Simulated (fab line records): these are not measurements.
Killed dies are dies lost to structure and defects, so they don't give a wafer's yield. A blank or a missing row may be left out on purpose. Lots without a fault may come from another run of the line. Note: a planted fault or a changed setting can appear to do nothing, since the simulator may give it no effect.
Matching of chambers	flow n5Finfet	4 sister chambers for N5_FIN_CUT_CUT_ETCH_26 on rieDiel-03
The step etches SiNx in CH3F/O2, target depth 39 nm, time 55.7 s. 18 wafers are shown with their chamber, then 9 later ones without.

WAFERS PAIRED WITH THEIR CHAMBERS
wafer	chamber	showerheadPlenumPTorr (Torr)	drypumpMotorCurrentA (A)	oesProductAu (a.u.)
L076.2	3	1.99	5.5	0.78
L076.3	0	2.11	5.3	0.83
L076.6	0	2.11	5.4	0.83
L078.1	3	1.99	5.5	0.77
L078.2	2	1.97	5.8	0.72
L078.4	1	2.00	5.5	0.72
L080.2	3	1.99	5.5	0.76
L080.4	1	2.00	5.5	0.72
L080.5	3	1.99	5.6	0.76
L082.2	0	2.10	5.3	0.81
L082.3	2	1.97	5.8	0.72
L082.6	2	1.97	5.8	0.72
L084.4	0	2.10	5.3	0.82
L084.5	0	2.10	5.4	0.81
L084.6	3	1.99	5.6	0.76
L087.1	1	1.99	5.5	0.71
L087.3	0	2.10	5.3	0.80
L087.4	3	1.99	5.5	0.76

SIGNATURES (averages over the wafers above)
reading	chamber 0	chamber 1	chamber 2	chamber 3	scatter within a chamber
showerheadPlenumPTorr	2.1033	1.9967	1.9700	1.9900	0.00378
drypumpMotorCurrentA	5.333	5.500	5.800	5.533	0.0436
oesProductAu	0.8167	0.7167	0.7200	0.7650	0.00906
Rule: a wafer lies at a distance from a chamber equal to the root of the sum of squares, over the readings, of (its reading less the chamber's mean, divided by the reading's scatter). The wafer belongs to the nearest chamber; if the next one is less than 2 further off, it can't be placed. The scatter: take each reading less its chamber's mean, square it, sum over the shown wafers, divide by the number of wafers less the number of chambers, and take the root.

WAFERS WHOSE CHAMBER IS MISSING
wafer	showerheadPlenumPTorr (Torr)	drypumpMotorCurrentA (A)	oesProductAu (a.u.)
L091.1	2.10	5.3	0.79
L091.3	1.99	5.5	0.75
L091.6	1.96	5.8	0.71
L093.1	2.10	5.3	0.78
L093.4	1.96	5.8	0.69
L093.6	1.98	5.6	0.74
L097.1	2.10	5.3	0.79
L097.2	1.96	5.8	0.69
L097.4	1.98	5.5	0.74

WHICH CHAMBER EACH WENT THROUGH
wafer	from the rows above	in truth
L091.1	0	0
L091.3	3	3
L091.6	2	2
L093.1	0	0
L093.4	2	2
L093.6	can't be placed: 3 or 1 or 2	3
L097.1	0	0
L097.2	2	2
L097.4	can't be placed: 3 or 1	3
Correct placement for 7 of the 9. These rows do not allow placing 2 (true chamber among the candidates in 2). 0 placed wrongly.
